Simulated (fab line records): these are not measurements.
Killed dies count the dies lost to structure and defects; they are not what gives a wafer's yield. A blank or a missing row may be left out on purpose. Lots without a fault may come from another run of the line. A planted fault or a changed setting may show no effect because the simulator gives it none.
Comparing a struck lot with a sound one	flow n5_finfet	36 steps out of a route of 1938
Sound: the wafers L605.3, L605.5, L605.6. Struck: wafer L615.2 (left out: L615.3, L615.5 of the same lot, which were not struck); the cause appears at the end.
For every step that has rows: the tool of each side, followed by ch and its chambers, followed by its first start. Under that, the readings that differ: sound wafers	struck wafers	difference of the means	sigmas: that difference in standard deviations of wafers without a fault.
alike: readings with means less than 2 such deviations apart, plus words and numbers identical on both sides. not compared: withheld readings, readings lacking a value on some wafer, bounds such as >300 that could conceal the same value, and numbers that have no deviation in the record and whose values overlap.
A row with sigmas, a row that says differs or no value, or rows on one side alone: a step with any of these is where the two part. When numbers do not overlap yet have no deviation, they are printed without sigmas and do not part them. A reading missing from all wafers of one side parts the sides only when that side holds two or more wafers.

first, 11 steps without rows for these wafers: N5_BEOL_M0_SPUTTER_132 (material Cu, target thk 4 nm, time 7.37 s); N5_BEOL_M0_ANNEAL_133 (time 60 s); N5_BEOL_M0_SPUTTER_134 (material Cu, target thk 4 nm, time 7.37 s); N5_BEOL_M0_ANNEAL_135 (time 60 s); N5_BEOL_M0_SPUTTER_141 (material Cu, target thk 4 nm, time 7.37 s); N5_BEOL_M0_ECD_118 (material Cu, target thk 300 nm); N5_BEOL_M0_ANNEAL_119 (time 90 s); N5_BEOL_M0_CMP_120 (polishes, stops on SiOC, t overpolish 6.9 s); N5_BEOL_M0_PRE_CLEAN_131 (time 15 s); N5_BEOL_M0_CO_CAP_123 (material Co, precursor CCTBA/H2, target thk 2 nm, time 102.1 s); N5_BEOL_M0_PRE_CLEAN_124 (time 15 s).
N5_BEOL_M0_DEP_125: deposits SiCN from 3MS/NH3, target thk 8 nm, time 14 s.
  sound on pecvd-03 ch 1,2, day 9 01:53; struck on pecvd-03 ch 0, day 11 14:41
reading	sound	struck	difference	sigmas
model.SiCN_of_BEOL_M0_DEP_125.thk_nm (nm)	8.2 8.2 8	5.6	-2.5	
  alike: showerhead_plenum_p_Torr, throttle_valve_pct
then, 22 steps without rows for these wafers: N5_BEOL_M1_ILD_DEP_00 (deposits SiOC from DEMS/O2, target thk 79 nm, time 15.3 s); N5_BEOL_M1_PECVD_72 (deposits SiO2 from TEOS/O2, target thk 16 nm, time 18 s); N5_BEOL_M1_HM_DEP_02 (deposits TiN, target thk 20 nm); N5_BEOL_M1_COAT_61 (time 60 s, resist thk 60 nm); N5_BEOL_M1_COAT_62 (time 60 s, resist thk 12 nm); N5_BEOL_M1_COAT_73 (time 60 s, resist thk 5 nm); N5_BEOL_M1_COAT_05 (resist thk 30 nm); N5_BEOL_M1_EBR_07; N5_BEOL_M1_SOFTBAKE_06 (time 60 s); N5_BEOL_M1_EXPOSE_08 (exposes mask M1); N5_BEOL_M1_PEB_09 (peb time 60 s); N5_BEOL_M1_DEVELOP_10 (develop time 30 s); N5_BEOL_M1_DESCUM_16 (chemistry O2, time 7 s); N5_BEOL_M1_ETCH_74 (etches underlayer in N2/H2, target depth 6.5 nm, time 5.2 s); N5_BEOL_M1_ETCH_63 (etches SiARC in CF4, target depth 15.6 nm, time 26 s); N5_BEOL_M1_ETCH_64 (etches SOC in N2/H2, target depth 75 nm, overetch 15 nm, time 112.5 s); N5_BEOL_M1_STRIP_65 (strips in N2/H2); N5_BEOL_M1_STRIP_75 (strips in N2/H2); N5_BEOL_M1_STRIP_66 (strips in CF4); N5_BEOL_M1_HM_OPEN_17 (chemistry Cl2/BCl3, target TiN, target depth 20 nm, overetch 6 nm); N5_BEOL_M1_STRIP_19 (strips in O2); N5_BEOL_M1_COAT_67 (time 60 s, resist thk 60 nm).
N5_BEOL_M1_CMP_52: polishes, stops on SiOC, t overpolish 6.8 s, target thk 40 nm.
  sound on cmp-02 ch 2,3, day 9 10:00; struck on cmp-02 ch 3, day 12 03:26
reading	sound	struck	difference	sigmas
barrier_field_endpoint_s (s)	24.2 25.5 25.7	23.4	-1.7	-3
head_pressure_psi (psi)	1.0011 1.0014 1.0017	0.9967	-0.0047	-2
motor_current_A (A)	5.4 5.1 6.9	7.0	+1.2	+2
model.Cu_of_BEOL_M1_ECD_50.thk_nm (nm)	38.8 39.6 39	37	-2	
  alike: overpolish_run_s, time_to_endpoint_s
N5_BEOL_M4_RC_MEAS_101:
  sound on prober-01 ch 0, day 10 21:04; struck on prober-01 ch 0, day 13 15:30
reading	sound	struck	difference	sigmas
ION_N (uA/um)	674 676 681	653	-24	-2
SS_P (mV/dec)	74.0 73.3 74.0	72.2	-1.6	-3
VT_N (mV)	250 252 247	256	+6	+2
  alike: DIBL_N, DIBL_P, IOFF_N, IOFF_P, ION_P, SS_N, VT_P

## WHERE THEY PART
Earliest at N5_BEOL_M1_CMP_52; latest, in this record, at N5_BEOL_M4_RC_MEAS_101.

WHY: whatever the simulator had introduced
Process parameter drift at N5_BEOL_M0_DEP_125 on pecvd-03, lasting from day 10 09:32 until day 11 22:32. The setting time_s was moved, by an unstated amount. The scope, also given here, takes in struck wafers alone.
